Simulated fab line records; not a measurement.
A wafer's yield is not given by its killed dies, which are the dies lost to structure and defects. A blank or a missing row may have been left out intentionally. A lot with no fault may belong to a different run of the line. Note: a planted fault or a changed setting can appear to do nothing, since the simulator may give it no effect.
Chamber matching | flow n5 finfet | pecvd-02 running N5_BEOL_M2_DEP_57: 3 sister chambers
The step deposits SiCN from 3MS/NH3, target thk 8 nm, time 14 s. 6 wafers are shown with their chamber, then 8 later ones without.

EACH WAFER AND ITS CHAMBER
wafer  | chamber | throttle valve pct (%) | showerhead plenum p Torr (Torr)
L083.6 | 0       | 9.0                    | 3.648
L086.6 | 1       | 9.5                    | 3.682
L087.1 | 1       | 9.5                    | 3.674
L087.2 | 0       | 8.8                    | 3.648
L087.3 | 2       | 7.8                    | 3.661
L088.1 | 2       | 8.0                    | 3.657

WAFERS WITHOUT THEIR CHAMBER
wafer  | throttle valve pct (%) | showerhead plenum p Torr (Torr)
L088.3 | 9.5                    | 3.680
L088.4 | 9.0                    | 3.654
L093.1 | 8.1                    | 3.655
L093.4 | 8.3                    | 3.658
L093.6 | 8.9                    | 3.645
L094.2 | 9.4                    | 3.663
L094.3 | 7.9                    | 3.659
L094.6 | 8.0                    | 3.657

WHICH CHAMBER EACH ONE RAN IN
wafer  | from the rows above     | in truth
L088.3 | 1                       | 1
L088.4 | 0                       | 0
L093.1 | 2                       | 2
L093.4 | 2                       | 2
L093.6 | 0                       | 0
L094.2 | can't be placed: 1 or 0 | 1
L094.3 | 2                       | 2
L094.6 | 2                       | 2
Correct placement for 7 of the 8. Can't be placed from these rows: 1 (the true chamber is among the candidates in 1). Placed wrongly: 0.
How it was worked out, from the rows above alone: a wafer's distance from a chamber is the root of the sum, over the readings, of the square of ((its reading less the chamber's mean) divided by the reading's scatter). The wafer belongs to the nearest chamber; if the next one is less than 2 further off, it can't be placed. The mean given for a chamber averages the wafers shown for that chamber. The scatter: the root of (the sum of the squares of (reading less its chamber's mean) over the shown wafers, divided by (wafers less chambers)).
